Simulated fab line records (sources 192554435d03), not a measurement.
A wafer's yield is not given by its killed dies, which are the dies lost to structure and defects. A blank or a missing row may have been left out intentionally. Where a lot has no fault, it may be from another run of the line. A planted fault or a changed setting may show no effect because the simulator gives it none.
Matching of chambers + flow n5Finfet + N5_SD_EPI_N_ETCH_34 on rieDiel-06: 3 sister chambers
The step etches SiARC in CF4, target depth 45.5 nm, time 75.8 s. 6 wafers are shown with their chamber, then 4 later ones without.

## WAFERS WITH THEIR CHAMBER
| wafer  | chamber | showerheadPlenumPTorr (Torr) | throttleValvePct (%) |
|--------|---------|------------------------------|----------------------|
| L075.6 | 3       | 2.26                         | 15.34                |
| L080.6 | 3       | 2.26                         | 15.34                |
| L082.1 | 0       | 2.26                         | 15.01                |
| L082.3 | 1       | 2.08                         | 15.52                |
| L082.4 | 0       | 2.26                         | 15.01                |
| L090.2 | 1       | 2.07                         | 15.54                |

## WAFERS WHOSE CHAMBER IS MISSING
| wafer  | showerheadPlenumPTorr (Torr) | throttleValvePct (%) |
|--------|------------------------------|----------------------|
| L090.5 | 2.25                         | 15.06                |
| L090.6 | 2.07                         | 15.54                |
| L095.5 | 2.25                         | 15.37                |
| L096.2 | 2.25                         | 15.38                |

## WHICH CHAMBER EACH ONE RAN IN
| wafer  | from the rows above | in truth |
|--------|---------------------|----------|
| L090.5 | 0                   | 0        |
| L090.6 | 1                   | 1        |
| L095.5 | 3                   | 3        |
| L096.2 | 3                   | 3        |
4 of 4 placed correctly. From these rows, 0 cannot be placed. Number placed wrongly: 0.
How it was worked out, from the rows above alone: a wafer's distance from a chamber is the root of the sum, over the readings, of the square of ((its reading less the chamber's mean) divided by the reading's scatter). If the next closest chamber is less than 2 further off than the closest, the wafer can't be placed; otherwise it belongs to the closest. Each chamber's mean is taken over the wafers shown for it. How the scatter is found: for the shown wafers, subtract from each reading the mean of its chamber, square and add these, divide the total by (wafers less chambers), then take the root.
